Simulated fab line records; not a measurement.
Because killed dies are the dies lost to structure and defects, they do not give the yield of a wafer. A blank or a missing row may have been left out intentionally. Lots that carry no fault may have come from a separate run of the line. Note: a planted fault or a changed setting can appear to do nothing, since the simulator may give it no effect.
The tool behind it: which one? | flow n5-finfet | Sampling: 11 lots, 33 wafers, 3 of 1938 route steps

## WHAT EACH GAUGE READ, for each wafer
N5_BEOL_M14_CD_MEAS_10: target cd 250 nm.
lot  | measured     | on        | cd-nm (nm)
L214 | day 12 21:14 | cd-sem-03 | 247.9 248.1 251.7
L217 | day 14 02:47 | cd-sem-03 | 250.9 250.2 248.5
L215 | day 14 02:57 | cd-sem-01 | 248.6 251.0 251.9
L220 | day 14 23:02 | cd-sem-01 | 248.1 248.8 250.1
L223 | day 15 18:18 | cd-sem-03 | 250.8 249.5 249.6
L227 | day 16 04:57 | cd-sem-02 | 248.6 248.9 251.5
L225 | day 16 12:04 | cd-sem-02 | 231.5 233.0 230.8
L226 | day 17 01:56 | cd-sem-01 | 232.3 233.5 235.8
L228 | day 17 18:07 | cd-sem-03 | 249.6 251.6 252.6
L232 | day 18 02:56 | cd-sem-02 | 252.4 253.2 251.1
L237 | day 19 05:46 | cd-sem-02 | 249.8 252.2 254.1

## TOOL THAT RAN EACH LOT (tool first, then ch and the chambers of the sampled wafers, then the start)
lot  | N5_BEOL_M13_ILD_DEP_00          | N5_BEOL_M14_PEB_08
L214 | pecvd-02 ch 0,2, day 12 16:25   | litho-track-02 ch 0, day 12 21:08
L217 | pecvd-02 ch 0,1, day 13 22:02   | litho-track-02 ch 0, day 14 02:40
L215 | pecvd-02 ch 0,1, day 13 22:35   | litho-track-04 ch 0, day 14 02:50
L220 | pecvd-03 ch 1,2, day 14 17:01   | litho-track-02 ch 0, day 14 22:55
L223 | pecvd-03 ch 0,2, day 15 13:57   | litho-track-02 ch 0, day 15 18:11
L227 | pecvd-04 ch 0,1, day 15 23:25   | litho-track-04 ch 0, day 16 04:50
L225 | pecvd-03 ch 0,1,2, day 16 03:17 | litho-track-01 ch 0, day 16 11:56
L226 | pecvd-04 ch 0,1,2, day 16 16:46 | litho-track-01 ch 0, day 17 01:49
L228 | pecvd-02 ch 2, day 17 09:10     | litho-track-04 ch 0, day 17 17:59
L232 | pecvd-02 ch 0,2, day 17 21:41   | litho-track-02 ch 0, day 18 02:49
L237 | pecvd-02 ch 0,2, day 19 00:11   | litho-track-02 ch 0, day 19 05:40
- N5_BEOL_M13_ILD_DEP_00: deposits SiOC from DEMS/O2, target thk 837.92 nm, time 166.4 s.
- N5_BEOL_M14_PEB_08: peb time 90 s.

## THE ANSWER, worked out from the rows above alone
Rule: the lots themselves supply what counts as usual. Put in order of their means at a reading, lots are off if they are a third of the lots or fewer, leave a main group of 4 or more, and stand apart from it by a gap of 3 or more times the standard deviation of the main group's means; of several such gaps the widest counts. A main group is skipped when, at the precision printed for the reading in the tables above, its means are all equal. Also off: a lot with no number at a reading for which 4 or more lots have one. Any other lot the step has rows for is counted as sound.
Off, at N5_BEOL_M14_CD_MEAS_10 on cd-nm: L225, L226. The main group: mean 250.4 nm, standard deviation 1.1.
A tool fits if, at a process step before that reading, it ran every lot that is off, and no sound lot after the first of them. Those tools and the gauges at N5_BEOL_M14_CD_MEAS_10 are tried in the same way. One fits: litho-track-01 at N5_BEOL_M14_PEB_08. It ran no sound lot before its first lot that is off in this sample, so the start can't be narrowed down.

## WHAT HAD BEEN PUT IN BY THE SIMULATOR
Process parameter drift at N5_BEOL_M14_PEB_08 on litho-track-01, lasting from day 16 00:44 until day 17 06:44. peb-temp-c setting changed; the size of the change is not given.
Lots struck among those shown: L225, L226. Same finding as the rule above.
